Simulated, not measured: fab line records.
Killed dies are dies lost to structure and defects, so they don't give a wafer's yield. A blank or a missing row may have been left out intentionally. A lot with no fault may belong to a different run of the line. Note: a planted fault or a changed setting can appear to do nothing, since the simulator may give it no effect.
Which tool is to blame?	flow nand-harc	24 lots with 72 wafers sampled at 6 steps, on a route of 1302 steps

## WHAT THE GAUGES READ, wafer by wafer
No reading from a measuring or inspecting step in the record can be judged against a usual standard deviation.

## WHAT TOOL EACH LOT RAN ON (gives the tool, then ch and the chambers of the sampled wafers, and finally the start)
lot	NHARC_A_STAIRCASE_DEP_417	NHARC_A_STAIRCASE_DEP_471	NHARC_A_SGD_CUT_ETCH_16	NHARC_A_SLIT_DEP_23	NHARC_A_SLIT_ETCH_24	NHARC_A_WL_FILL_ETCHBACK_17
L074	pecvd-03 ch 0,2, day 18 07:25	pecvd-03 ch 1,2, day 20 02:19	rie-diel-07 ch 0,1,2, day 20 16:02 or earlier	pecvd-01 ch 1,2, day 20 16:02	rie-diel-02 ch 1,3, day 20 16:52	rie-metal-01 ch 0,1, day 21 18:38
L075	pecvd-04 ch 0,1,2, day 18 11:32	pecvd-02 ch 0,1,2, day 20 13:22	rie-diel-09 ch 0,1,2, day 21 03:16 or earlier	pecvd-04 ch 0,2, day 21 03:16	rie-diel-05 ch 1,3, day 21 04:14	rie-metal-03 ch 0, day 22 06:46
L076	pecvd-04 ch 1,2, day 18 15:43	pecvd-03 ch 0,1,2, day 20 09:45	rie-diel-12 ch 0,2,3, day 20 23:34 or earlier	pecvd-02 ch 1,2, day 20 23:34	rie-diel-05 ch 0,2,3, day 21 00:31	rie-metal-01 ch 0, day 22 06:47
L077	pecvd-04 ch 1,2, day 18 17:41	pecvd-02 ch 0,1,2, day 20 12:37	rie-diel-07 ch 0,2,3, day 20 22:04 or earlier	pecvd-01 ch 0,2, day 20 22:04	rie-diel-02 ch 1,2,3, day 20 23:10	rie-metal-02 ch 0,1, day 22 03:30
L079	pecvd-04 ch 0,2, day 19 02:05	pecvd-02 ch 1,2, day 20 18:56	rie-diel-09 ch 1,2, day 21 07:22 or earlier	pecvd-02 ch 0,1,2, day 21 07:22	rie-diel-05 ch 1,2, day 21 08:16	rie-metal-02 ch 0,1, day 22 12:22
L078	pecvd-04 ch 0,2, day 19 18:43	pecvd-02 ch 0,1,2, day 21 13:50	rie-diel-09 ch 0,2, day 21 16:19	pecvd-04 ch 1,2, day 22 04:35	rie-diel-03 ch 1,2, day 22 05:35	rie-metal-01 ch 0,1, day 23 07:28
L080	pecvd-02 ch 0,1,2, day 19 21:10	pecvd-04 ch 0,2, day 21 13:40	rie-diel-07 ch 0,1,2, day 22 04:29 or earlier	pecvd-02 ch 0,1, day 22 04:29	rie-diel-05 ch 0,1,2, day 22 05:27	rie-metal-03 ch 0,1, day 23 07:26
L082	pecvd-02 ch 0,1, day 20 04:48	pecvd-02 ch 0,1,2, day 22 06:12	rie-diel-07 ch 0,2, day 23 06:23 or earlier	pecvd-04 ch 0,2, day 23 06:23	rie-diel-03 ch 0,2,3, day 23 07:20	rie-metal-01 ch 0, day 24 09:03
L081	pecvd-04 ch 0,1,2, day 20 09:39	pecvd-02 ch 1, day 22 16:38	rie-diel-12 ch 0,2, day 23 11:55 or earlier	pecvd-01 ch 0,1,2, day 23 11:55	rie-diel-05 ch 1,2,3, day 23 12:54	rie-metal-02 ch 0,1, day 24 16:08
L083	pecvd-03 ch 1,2, day 21 10:26	pecvd-03 ch 0,1,2, day 23 09:47	rie-diel-09 ch 1,2, day 24 03:43 or earlier	pecvd-04 ch 0,1,2, day 24 03:43	rie-diel-05 ch 0,3, day 24 04:39	rie-metal-03 ch 0,1, day 25 06:20
L084	pecvd-04 ch 0,1,2, day 21 14:41	pecvd-02 ch 0,1,2, day 23 09:35	rie-diel-07 ch 0,1,3, day 24 03:27 or earlier	pecvd-01 ch 0,1,2, day 24 03:27	rie-diel-03 ch 0,1,3, day 24 04:24	rie-metal-02 ch 0,1, day 25 06:24
L085	pecvd-03 ch 0,1, day 21 23:31	pecvd-04 ch 0,1,2, day 23 17:38	rie-diel-12 ch 1,2,3, day 24 14:44 or earlier	pecvd-01 ch 1,2, day 24 14:44	rie-diel-05 ch 1,3, day 24 15:34	rie-metal-01 ch 0, day 25 22:52
L087	pecvd-02 ch 0,1,2, day 23 00:41	pecvd-04 ch 1,2, day 24 23:42	rie-diel-09 ch 0,1,3, day 25 12:20 or earlier	pecvd-01 ch 0,2, day 25 12:20	rie-diel-03 ch 1,2,3, day 25 13:17	rie-metal-03 ch 0,1, day 26 23:46
L086	pecvd-04 ch 1,2, day 23 02:35	pecvd-02 ch 0,2, day 25 02:34	rie-diel-07 ch 1,2,3, day 25 12:23 or earlier	pecvd-04 ch 0,1, day 25 12:23	rie-diel-02 ch 0,2, day 25 13:26	rie-metal-01 ch 0,1, day 26 15:31
L088	pecvd-02 ch 0,1, day 23 18:50	pecvd-03 ch 1,2, day 25 17:12	rie-diel-07 ch 0,2,3, day 26 06:08 or earlier	pecvd-02 ch 0,2, day 26 06:08	rie-diel-02 ch 1,2, day 26 06:55	rie-metal-03 ch 0,1, day 27 09:09
L089	pecvd-04 ch 0,1,2, day 23 20:29	pecvd-04 ch 0,1, day 25 15:22	rie-diel-07 ch 0,2,3, day 26 04:51 or earlier	pecvd-04 ch 0,1,2, day 26 04:51	rie-diel-03 ch 0,2,3, day 26 05:40	rie-metal-01 ch 0,1, day 27 09:06
L090	pecvd-02 ch 0,2, day 24 12:17	pecvd-04 ch 0,1,2, day 26 08:20	rie-diel-09 ch 0,1,2, day 26 21:59 or earlier	pecvd-04 ch 0,1,2, day 26 21:59	rie-diel-05 ch 1,2, day 26 22:49	rie-metal-01 ch 0,1, day 28 01:23
L091	pecvd-04 ch 1,2, day 25 00:22	pecvd-03 ch 0,1, day 27 04:52	rie-diel-07 ch 1,2,3, day 27 15:31 or earlier	pecvd-01 ch 0,1, day 27 15:31	rie-diel-05 ch 0,1,3, day 27 16:31	rie-metal-03 ch 0,1, day 28 17:28
L092	pecvd-04 ch 0,1, day 25 08:20	pecvd-02 ch 1,2, day 27 08:37	rie-diel-09 ch 1,2,3, day 28 00:35 or earlier	pecvd-01 ch 0,1, day 28 00:35	rie-diel-03 ch 0,2,3, day 28 01:32	rie-metal-02 ch 0,1, day 29 03:07
L093	pecvd-03 ch 0,1,2, day 25 10:40	pecvd-04 ch 1,2, day 27 03:04	rie-diel-07 ch 1,3, day 27 16:04 or earlier	pecvd-01 ch 0,1, day 27 16:04	rie-diel-02 ch 0,1,3, day 27 17:05	rie-metal-02 ch 0,1, day 28 17:30
L094	pecvd-02 ch 0,1, day 25 12:24	pecvd-03 ch 0,2, day 27 09:06	rie-diel-12 ch 0,3, day 27 21:10 or earlier	pecvd-04 ch 1,2, day 27 21:10	rie-diel-03 ch 0,2, day 27 22:12	rie-metal-03 ch 0,1, day 29 02:07
L095	pecvd-02 ch 0,1,2, day 26 09:31	pecvd-03 ch 0,1,2, day 28 05:44	rie-diel-12 ch 0,1,2, day 28 19:37 or earlier	pecvd-04 ch 0,1,2, day 28 19:37	rie-diel-05 ch 0,2,3, day 28 20:26	rie-metal-03 ch 1, day 29 21:44
L097	pecvd-03 ch 0,1, day 26 19:44	pecvd-03 ch 0,1,2, day 28 19:42	rie-diel-09 ch 0,1,3, day 29 11:21 or earlier	pecvd-02 ch 0,1, day 29 11:21	rie-diel-02 ch 2,3, day 29 12:11	rie-metal-02 ch 0,1, day 30 17:52
L096	pecvd-03 ch 0,1, day 26 22:16	pecvd-03 ch 0,2, day 28 17:25	rie-diel-07 ch 0,1,3, day 29 11:31 or earlier	pecvd-01 ch 1,2, day 29 11:31	rie-diel-03 ch 0,3, day 29 12:31	rie-metal-03 ch 0,1, day 30 15:24
- NHARC_A_STAIRCASE_DEP_417: deposits Si3N4, target thk 60 nm.
- NHARC_A_STAIRCASE_DEP_471: deposits SiO2, target thk 100 nm.
- NHARC_A_SGD_CUT_ETCH_16: etches the open film in C4F8/O2/Ar, target depth 310.5 nm, time 155.2 s.
- NHARC_A_SLIT_DEP_23: deposits SiON, target thk 100 nm.
- NHARC_A_SLIT_ETCH_24: etches the open film in CF4/CHF3, target depth 121 nm, time 60.5 s.
- NHARC_A_WL_FILL_ETCHBACK_17: etches the open film in Cl2/BCl3, target depth 4 nm, time 26.7 s.

## WHAT THE TOOLS THEMSELVES READ (means of the sampled wafers that have a number; where no wafer has one, the mark that the record gives instead)
NHARC_A_STAIRCASE_DEP_417. Usual: heater-power-w at 700 W, with a standard deviation of 75.
lot	tool	heater-power-w (W)	flag
L074	pecvd-03	689	
L075	pecvd-04	698	
L076	pecvd-04	799	
L077	pecvd-04	732	
L079	pecvd-04	794	
L078	pecvd-04	710	
L080	pecvd-02	700	
L082	pecvd-02	706	
L081	pecvd-04	717	
L083	pecvd-03	660	
L084	pecvd-04	687	
L085	pecvd-03	744	
L087	pecvd-02	658	
L086	pecvd-04	788	
L088	pecvd-02	633	
L089	pecvd-04	724	
L090	pecvd-02	769	
L091	pecvd-04	694	
L092	pecvd-04	654	
L093	pecvd-03	663	
L094	pecvd-02	734	
L095	pecvd-02	673	
L097	pecvd-03	673	
L096	pecvd-03	766	

NHARC_A_STAIRCASE_DEP_471. Usual: heater-power-w 525 W, standard deviation 79; throttle-valve-pct 16.3 %, standard deviation 0.41.
lot	tool	heater-power-w (W)	throttle-valve-pct (%)	flag
L074	pecvd-03	489	16.3	
L075	pecvd-02	535	16.0	
L076	pecvd-03	496	16.4	
L077	pecvd-02	515	15.9	
L079	pecvd-02	484	15.9	
L078	pecvd-02	532	16.0	
L080	pecvd-04	527	16.7	
L082	pecvd-02	524	15.9	
L081	pecvd-02	479	16.0	
L083	pecvd-03	558	16.6	
L084	pecvd-02	513	15.9	
L085	pecvd-04	587	16.5	
L087	pecvd-04	543	16.5	
L086	pecvd-02	595	16.1	
L088	pecvd-03	575	16.1	
L089	pecvd-04	505	16.6	
L090	pecvd-04	560	16.8	
L091	pecvd-03	534	16.4	
L092	pecvd-02	483	15.7	
L093	pecvd-04	527	16.8	
L094	pecvd-03	476	16.2	
L095	pecvd-03	509	16.3	
L097	pecvd-03	524	16.5	
L096	pecvd-03	543	16.4	

NHARC_A_SGD_CUT_ETCH_16. Usual: oes-product-au 0.969 a.u., standard deviation 0.015; rf-vpp-V 721 V, standard deviation 3.4.
lot	tool	oes-product-au (a.u.)	rf-vpp-V (V)	flag
L074	rie-diel-07	0.978	723	
L075	rie-diel-09	0.988	719	
L076	rie-diel-12	0.977	725	
L077	rie-diel-07	0.968	723	
L079	rie-diel-09	0.960	719	
L078	rie-diel-09	0.981	719	
L080	rie-diel-07	0.968	723	
L082	rie-diel-07	0.942	725	
L081	rie-diel-12	0.980	726	
L083	rie-diel-09	0.972	718	
L084	rie-diel-07	0.975	721	
L085	rie-diel-12	0.974	721	
L087	rie-diel-09	0.985	718	
L086	rie-diel-07	0.947	722	
L088	rie-diel-07	0.974	723	
L089	rie-diel-07	0.971	724	
L090	rie-diel-09	0.975	719	
L091	rie-diel-07	0.975	722	
L092	rie-diel-09	0.971	718	
L093	rie-diel-07	0.946	720	
L094	rie-diel-12	0.962	728	
L095	rie-diel-12	0.941	721	
L097	rie-diel-09	0.972	720	
L096	rie-diel-07	0.979	721	

NHARC_A_SLIT_DEP_23. Usual: heater-power-w at 758 W, with a standard deviation of 85.
lot	tool	heater-power-w (W)	flag
L074	pecvd-01	758	
L075	pecvd-04	783	
L076	pecvd-02	714	
L077	pecvd-01	784	
L079	pecvd-02	724	
L078	pecvd-04	827	
L080	pecvd-02	620	
L082	pecvd-04	815	
L081	pecvd-01	767	
L083	pecvd-04	767	
L084	pecvd-01	828	
L085	pecvd-01	762	
L087	pecvd-01	811	
L086	pecvd-04	690	
L088	pecvd-02	754	
L089	pecvd-04	723	
L090	pecvd-04	725	
L091	pecvd-01	831	
L092	pecvd-01	856	
L093	pecvd-01	841	
L094	pecvd-04	775	
L095	pecvd-04	743	
L097	pecvd-02	617	
L096	pecvd-01	761	

NHARC_A_SLIT_ETCH_24. Usual: drypump-motor-current-A 5.9 A, standard deviation 0.62; oes-product-au 0.962 a.u., standard deviation 0.014; rf-vpp-V 370.8 V, standard deviation 1.6; showerhead-plenum-p-Torr 1.58 Torr, standard deviation 0.042; throttle-valve-pct 16.802 %, standard deviation 0.01.
lot	tool	drypump-motor-current-A (A)	oes-product-au (a.u.)	rf-vpp-V (V)	showerhead-plenum-p-Torr (Torr)	throttle-valve-pct (%)	flag
L074	rie-diel-02	5.8	0.956	372.2	1.61	16.798	
L075	rie-diel-05	5.5	0.975	370.0	1.57	16.790	
L076	rie-diel-05	5.9	0.971	371.4	1.59	16.796	
L077	rie-diel-02	6.1	0.935	371.1	1.59	16.809	
L079	rie-diel-05	6.0	0.964	371.9	1.62	16.809	
L078	rie-diel-03	5.5	0.966	369.7	1.54	16.795	
L080	rie-diel-05	5.5	0.967	372.1	1.62	16.801	
L082	rie-diel-03	6.1	0.971	370.0	1.57	16.815	
L081	rie-diel-05	5.9	0.952	370.7	1.58	16.809	
L083	rie-diel-05	5.4	0.959	370.7	1.60	16.796	
L084	rie-diel-03	6.4	0.952	370.3	1.55	16.798	
L085	rie-diel-05	5.5	0.975	371.0	1.57	16.801	
L087	rie-diel-03	5.9	0.973	368.7	1.54	16.791	
L086	rie-diel-02	5.7	0.966	370.5	1.59	16.792	
L088	rie-diel-02	6.1	0.955	371.7	1.59	16.807	
L089	rie-diel-03	6.1	0.969	370.1	1.57	16.804	
L090	rie-diel-05	6.0	0.972	372.1	1.62	16.799	
L091	rie-diel-05	5.4	0.959	370.9	1.58	16.808	
L092	rie-diel-03	6.1	0.969	370.1	1.57	16.795	
L093	rie-diel-02	5.6	0.967	371.8	1.60	16.794	
L094	rie-diel-03	5.7	0.978	370.0	1.57	16.815	
L095	rie-diel-05	5.9	0.938	370.8	1.59	16.812	
L097	rie-diel-02	6.3	0.955	370.4	1.57	16.792	
L096	rie-diel-03	6.6	0.945	370.6	1.58	16.803	

NHARC_A_WL_FILL_ETCHBACK_17. Usual: drypump-motor-current-A 5.7 A, standard deviation 0.57; oes-product-au 0.996 a.u., standard deviation 0.011.
lot	tool	drypump-motor-current-A (A)	oes-product-au (a.u.)	flag
L074	rie-metal-01	5.1	0.996	
L075	rie-metal-03	6.6	0.985	
L076	rie-metal-01	5.5	0.997	
L077	rie-metal-02	6.2	0.988	
L079	rie-metal-02	6.1	0.988	
L078	rie-metal-01	5.2	0.995	
L080	rie-metal-03	5.8	0.993	
L082	rie-metal-01	5.5	1.009	
L081	rie-metal-02	6.1	0.997	
L083	rie-metal-03	6.2	1.005	
L084	rie-metal-02	6.1	0.986	
L085	rie-metal-01	5.4	1.015	
L087	rie-metal-03	6.2	0.988	
L086	rie-metal-01	5.2	1.014	
L088	rie-metal-03	6.2	0.987	
L089	rie-metal-01	5.1	1.006	
L090	rie-metal-01	5.1	1.010	
L091	rie-metal-03	6.2	0.998	
L092	rie-metal-02	6.2	0.992	
L093	rie-metal-02	6.1	0.985	
L094	rie-metal-03	6.2	0.990	
L095	rie-metal-03	5.3	0.992	
L097	rie-metal-02	6.2	0.998	
L096	rie-metal-03	5.7	1.002	

## THE ANSWER, worked out from the rows above alone
Rule: lot off if the mean of its wafers having a number is beyond 3 standard deviations from the usual mean. A lot without any number at a reading at which 4 lots or more have one is off too. The other lots that the step has rows for count as sound. After the gauges, taken in route order, come the tools' own readings; for these a lot's mean is taken, as printed above. At the first step where some lot is off, the reading lying furthest off is the one used; lots without a number count as furthest.
No lot is off at any reading shown: from this, nothing can be told.

## WHAT THE SIMULATOR HAD PUT IN
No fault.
